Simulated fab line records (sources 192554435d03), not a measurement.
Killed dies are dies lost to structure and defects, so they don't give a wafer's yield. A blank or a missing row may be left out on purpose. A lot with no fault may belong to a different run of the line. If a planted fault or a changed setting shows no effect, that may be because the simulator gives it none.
Split-lot study / flow n5_finfet / on a route of 1938 steps: 7 lots, 39 wafers read

== THE SPLIT ==
At N5_HKMG_FIN_ETCH_35 (etches SOC in N2/H2, target depth 215.8 nm, time 243.4 s), the setting bias_w was moved away from the recipe's 5 W on 12 of the 39 wafers read, by -17.6% to +19.1%. The other wafers ran this setting at the recipe's value.

The reading comes from the split's own step.

== THE READING ==
rf_vpp_V, in V, at N5_HKMG_FIN_ETCH_35 (etches SOC in N2/H2, target depth 215.8 nm, time 243.4 s). Fault-free wafers of this fab line usually give 141.9 V, standard deviation 1 V.

wafer=L074.1; tool, chamber at the split=rie_diel-05, 0; bias_w as run, W=5; against the recipe=recipe; rf_vpp_V, V=144.2; against lot-mates on the recipe=-
wafer=L074.2; tool, chamber at the split=rie_diel-05, 3; bias_w as run, W=5; against the recipe=recipe; rf_vpp_V, V=141.2; against lot-mates on the recipe=-
wafer=L074.3; tool, chamber at the split=rie_diel-05, 2; bias_w as run, W=5; against the recipe=recipe; rf_vpp_V, V=143.2; against lot-mates on the recipe=-
wafer=L074.4; tool, chamber at the split=rie_diel-05, 1; bias_w as run, W=5; against the recipe=recipe; rf_vpp_V, V=141.7; against lot-mates on the recipe=-
wafer=L074.5; tool, chamber at the split=rie_diel-05, 3; bias_w as run, W=5; against the recipe=recipe; rf_vpp_V, V=140.8; against lot-mates on the recipe=-
wafer=L074.6; tool, chamber at the split=rie_diel-05, 2; bias_w as run, W=5; against the recipe=recipe; rf_vpp_V, V=142.2; against lot-mates on the recipe=-
wafer=L076.1; tool, chamber at the split=rie_diel-03, 0; bias_w as run, W=5; against the recipe=recipe; rf_vpp_V, V=141.7; against lot-mates on the recipe=-
wafer=L076.2; tool, chamber at the split=rie_diel-03, 1; bias_w as run, W=5; against the recipe=recipe; rf_vpp_V, V=139.3; against lot-mates on the recipe=-
wafer=L076.3; tool, chamber at the split=rie_diel-03, 2; bias_w as run, W=5; against the recipe=recipe; rf_vpp_V, V=141.5; against lot-mates on the recipe=-
wafer=L076.4; tool, chamber at the split=rie_diel-03, 3; bias_w as run, W=5; against the recipe=recipe; rf_vpp_V, V=141.0; against lot-mates on the recipe=-
wafer=L076.5; tool, chamber at the split=rie_diel-03, 1; bias_w as run, W=5; against the recipe=recipe; rf_vpp_V, V=140.6; against lot-mates on the recipe=-
wafer=L076.6; tool, chamber at the split=rie_diel-03, 0; bias_w as run, W=5; against the recipe=recipe; rf_vpp_V, V=141.4; against lot-mates on the recipe=-
wafer=L077.1; tool, chamber at the split=rie_diel-05, 1; bias_w as run, W=5.953; against the recipe=+19.1%; rf_vpp_V, V=160.1; against lot-mates on the recipe=+17.2
wafer=L077.2; tool, chamber at the split=rie_diel-05, 0; bias_w as run, W=5; against the recipe=recipe; rf_vpp_V, V=143.9; against lot-mates on the recipe=-
wafer=L077.3; tool, chamber at the split=rie_diel-05, 3; bias_w as run, W=5; against the recipe=recipe; rf_vpp_V, V=142.1; against lot-mates on the recipe=-
wafer=L077.4; tool, chamber at the split=rie_diel-05, 2; bias_w as run, W=5; against the recipe=recipe; rf_vpp_V, V=142.7; against lot-mates on the recipe=-
wafer=L077.5; tool, chamber at the split=rie_diel-05, 1; bias_w as run, W=5.953; against the recipe=+19.1%; rf_vpp_V, V=158.1; against lot-mates on the recipe=+15.2
wafer=L077.6; tool, chamber at the split=rie_diel-05, 0; bias_w as run, W=5.953; against the recipe=+19.1%; rf_vpp_V, V=159.7; against lot-mates on the recipe=+16.8
wafer=L079.1; tool, chamber at the split=rie_diel-05, 2; bias_w as run, W=5; against the recipe=recipe; rf_vpp_V, V=142.2; against lot-mates on the recipe=-
wafer=L079.2; tool, chamber at the split=rie_diel-05, 3; bias_w as run, W=4.118; against the recipe=-17.6%; rf_vpp_V, V=124.9; against lot-mates on the recipe=-16.5
wafer=L079.3; tool, chamber at the split=rie_diel-05, 0; bias_w as run, W=4.118; against the recipe=-17.6%; rf_vpp_V, V=125.5; against lot-mates on the recipe=-15.9
wafer=L079.4; tool, chamber at the split=rie_diel-05, 1; bias_w as run, W=4.118; against the recipe=-17.6%; rf_vpp_V, V=126.7; against lot-mates on the recipe=-14.7
wafer=L079.5; tool, chamber at the split=rie_diel-05, 2; bias_w as run, W=5; against the recipe=recipe; rf_vpp_V, V=140.8; against lot-mates on the recipe=-
wafer=L079.6; tool, chamber at the split=rie_diel-05, 3; bias_w as run, W=5; against the recipe=recipe; rf_vpp_V, V=141.3; against lot-mates on the recipe=-
wafer=L083.2; tool, chamber at the split=rie_diel-05, 3; bias_w as run, W=5; against the recipe=recipe; rf_vpp_V, V=141.7; against lot-mates on the recipe=-
wafer=L083.5; tool, chamber at the split=rie_diel-05, 2; bias_w as run, W=5; against the recipe=recipe; rf_vpp_V, V=143.5; against lot-mates on the recipe=-
wafer=L083.6; tool, chamber at the split=rie_diel-05, 3; bias_w as run, W=5; against the recipe=recipe; rf_vpp_V, V=139.5; against lot-mates on the recipe=-
wafer=L087.1; tool, chamber at the split=rie_diel-05, 2; bias_w as run, W=5.678; against the recipe=+13.6%; rf_vpp_V, V=153.2; against lot-mates on the recipe=+11.3
wafer=L087.2; tool, chamber at the split=rie_diel-05, 3; bias_w as run, W=5; against the recipe=recipe; rf_vpp_V, V=140.3; against lot-mates on the recipe=-
wafer=L087.3; tool, chamber at the split=rie_diel-05, 1; bias_w as run, W=5.678; against the recipe=+13.6%; rf_vpp_V, V=155.6; against lot-mates on the recipe=+13.7
wafer=L087.4; tool, chamber at the split=rie_diel-05, 0; bias_w as run, W=5; against the recipe=recipe; rf_vpp_V, V=144.0; against lot-mates on the recipe=-
wafer=L087.5; tool, chamber at the split=rie_diel-05, 2; bias_w as run, W=5; against the recipe=recipe; rf_vpp_V, V=141.3; against lot-mates on the recipe=-
wafer=L087.6; tool, chamber at the split=rie_diel-05, 1; bias_w as run, W=5.678; against the recipe=+13.6%; rf_vpp_V, V=153.4; against lot-mates on the recipe=+11.5
wafer=L096.1; tool, chamber at the split=rie_diel-04, 3; bias_w as run, W=5.839; against the recipe=+16.8%; rf_vpp_V, V=155.3; against lot-mates on the recipe=+13.3
wafer=L096.2; tool, chamber at the split=rie_diel-04, 0; bias_w as run, W=5; against the recipe=recipe; rf_vpp_V, V=142.4; against lot-mates on the recipe=-
wafer=L096.3; tool, chamber at the split=rie_diel-04, 2; bias_w as run, W=5.839; against the recipe=+16.8%; rf_vpp_V, V=157.0; against lot-mates on the recipe=+15.0
wafer=L096.4; tool, chamber at the split=rie_diel-04, 1; bias_w as run, W=5; against the recipe=recipe; rf_vpp_V, V=140.6; against lot-mates on the recipe=-
wafer=L096.5; tool, chamber at the split=rie_diel-04, 2; bias_w as run, W=5; against the recipe=recipe; rf_vpp_V, V=143.0; against lot-mates on the recipe=-
wafer=L096.6; tool, chamber at the split=rie_diel-04, 1; bias_w as run, W=5.839; against the recipe=+16.8%; rf_vpp_V, V=157.6; against lot-mates on the recipe=+15.6

THE FIT
A straight line over all 39 wafers: rf_vpp_V changes by +0.907 V for each +1% of bias_w; r = +0.99; the points scatter about the line by 1.2 V.
The same after taking each lot's own level away (the mean of its wafers on the recipe; 39 wafers): +0.879 V for each +1%; r = +0.99; scatter 1.1 V.
According to that fit, moving bias_w by its largest amount changes the reading by 17 V.
The span of the lots' own levels, 140.92 to 142.90 V, comes to 2.0 times the standard deviation stated above.
The two slopes are in agreement: the lot-to-lot level therefore moves the slope only a little.
Check: +16.7 V against its lot-mates is what the line predicts for one of the wafers moved furthest among these (+19.1%) when that wafer is left out of the fit. It came out at +17.2 V against them.
Tool readings at the split's step, against how far the setting was moved: rf_vpp_V r = +0.99.

== ADDITIONAL SPLITS CARRIED BY THESE WAFERS ==
Before the reading, these wafers also passed through other splits. Each is held against what the fit with the lots' levels taken away leaves over:
other split on the same wafers=N5_SD_EPI_N_ETCH_35 source_w; wafers away from the commonest value=15; r with rf_vpp_V (lot level and that fit taken away)=-0.24
other split on the same wafers=N5_SD_EPI_P_EPI_21 pressure_torr; wafers away from the commonest value=30; r with rf_vpp_V (lot level and that fit taken away)=+0.08
other split on the same wafers=N5_HKMG_FIN_ETCH_58 target_depth_a; wafers away from the commonest value=12; r with rf_vpp_V (lot level and that fit taken away)=+0.01

== THE WHOLE CHAIN: every reading that the file lists as answering this split, in the file's order ==
step=N5_HKMG_FIN_ETCH_35; what it does=etches SOC in N2/H2, target depth 215.8 nm, time 243.4 s; reading=rf_vpp_V; change (the file's fit)=+0.879 V for each +1% of the setting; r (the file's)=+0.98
step=N5_HKMG_FIN_ETCH_35; what it does=etches SOC in N2/H2, target depth 215.8 nm, time 243.4 s; reading=SOC_of_HKMG_FIN_COAT_29.thk_nm (the simulator's own value, which no gauge read); change (the file's fit)=-0.837 nm for each +1% of the setting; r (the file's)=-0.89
step=N5_HKMG_FIN_ETCH_35; what it does=etches SOC in N2/H2, target depth 215.8 nm, time 243.4 s; reading=HKMG_FIN.feature_depth_nm (the simulator's own value, which no gauge read); change (the file's fit)=+0.849 nm for each +1% of the setting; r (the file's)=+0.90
step=N5_HKMG_FIN_ETCH_35; what it does=etches SOC in N2/H2, target depth 215.8 nm, time 243.4 s; reading=etch.depth_nm (the simulator's own value, which no gauge read); change (the file's fit)=+0.849 nm for each +1% of the setting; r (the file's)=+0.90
step=N5_HKMG_FIN_STRIP_92; what it does=strips SOC in N2/H2, time 20 s; reading=SOC_of_HKMG_FIN_COAT_29.thk_nm (the simulator's own value, which no gauge read); change (the file's fit)=-0.833 nm for each +1% of the setting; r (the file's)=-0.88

== THE FILE'S OWN FIT ==
rf_vpp_V changes by +0.879 V for each +1% of bias_w, r = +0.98.
